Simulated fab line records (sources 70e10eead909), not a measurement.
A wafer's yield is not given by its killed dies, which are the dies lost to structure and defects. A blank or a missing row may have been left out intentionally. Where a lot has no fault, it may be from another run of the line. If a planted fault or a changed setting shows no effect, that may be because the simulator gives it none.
The same fault as seen by 2 desks    flow nandHarc    only its own numbers are on each desk; what lay behind them is given at the end

AT THE TOOL OWNER'S DESK: rieDiel-08
The tool's own readings at NHARC_A_M0_ETCH_15 (etches the open film in C4F8/Ar, target depth 150 nm, overetch 15 nm, time 82.5 s): means of the sampled wafers that have a number, for each lot that ran on this tool. The brackets show how far a lot's mean lies from the usual mean; more than 4 standard deviations puts the lot out of limits, marked OUT.
Columns: A = oesProductAu at NHARC_A_M0_ETCH_15, usual 0.947 a.u.; B = rfVppV at NHARC_A_M0_ETCH_15, usual 439.5 V; C = runLengthS at NHARC_A_M0_ETCH_15, usual 103.6 s
lot   first seen here  A      B      C
L827  day 22 23:23     0.918  437.2  103.4
L835  day 27 12:14     0.926  437.3  99.3 (-6.9) OUT
L847  day 32 01:04     0.974  439.1  103.7
This desk's verdict: out of limits on L835, starting with L835 at day 27 12:14 (runLengthS at NHARC_A_M0_ETCH_15). Within limits: L827, L847.

AT THE METROLOGY DESK
Lot by lot, what the gauges showed, no matter which tool ran the lot: averages of those sampled wafers that carry a number. The brackets show how far a lot's mean lies from the usual mean; more than 4 standard deviations puts the lot out of limits, marked OUT.
Columns: A = overlayXNm at NHARC_A_M0_OVL_MEAS_10, usual 0.0 nm; B = overlayYNm at NHARC_A_M0_OVL_MEAS_10, usual -0.1 nm
lot   first seen here  A     B
L827  day 22 23:07     0.5   0.2
L826  day 23 00:56     0.4   -1.1
L825  day 23 05:08     0.3   0.7
L835  day 27 11:58     1.1   0.4
L839  day 28 15:59     -2.2  0.0
L840  day 28 22:03     -0.7  0.6
L843  day 29 19:41     0.4   -1.5
L842  day 30 06:49     0.2   -1.1
L844  day 30 17:08     -0.0  -1.1
L846  day 31 23:12     0.6   0.1
L847  day 32 00:47     0.3   0.9
L848  day 32 09:45     0.8   1.3
This desk's finding: nothing out of limits on any of the 12 lots.

TAKEN TOGETHER
On L835, at day 27 12:14, an alarm was possible from the tool owner's desk.
At the metrology desk, nothing out of limits was observed.
The metrology desk has L835 on record, within its limits.
On rieDiel-08, each named lot ran NHARC_A_M0_ETCH_15.

WHAT HAD BEEN PUT IN BY THE SIMULATOR
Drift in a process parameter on rieDiel-08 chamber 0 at NHARC_A_M0_ETCH_15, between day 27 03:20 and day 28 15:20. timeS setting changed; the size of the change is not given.
Struck lots among those shown: L835.
Delay in hours, fault start to first out-of-limits reading, by desk: the tool owner's desk at 9.
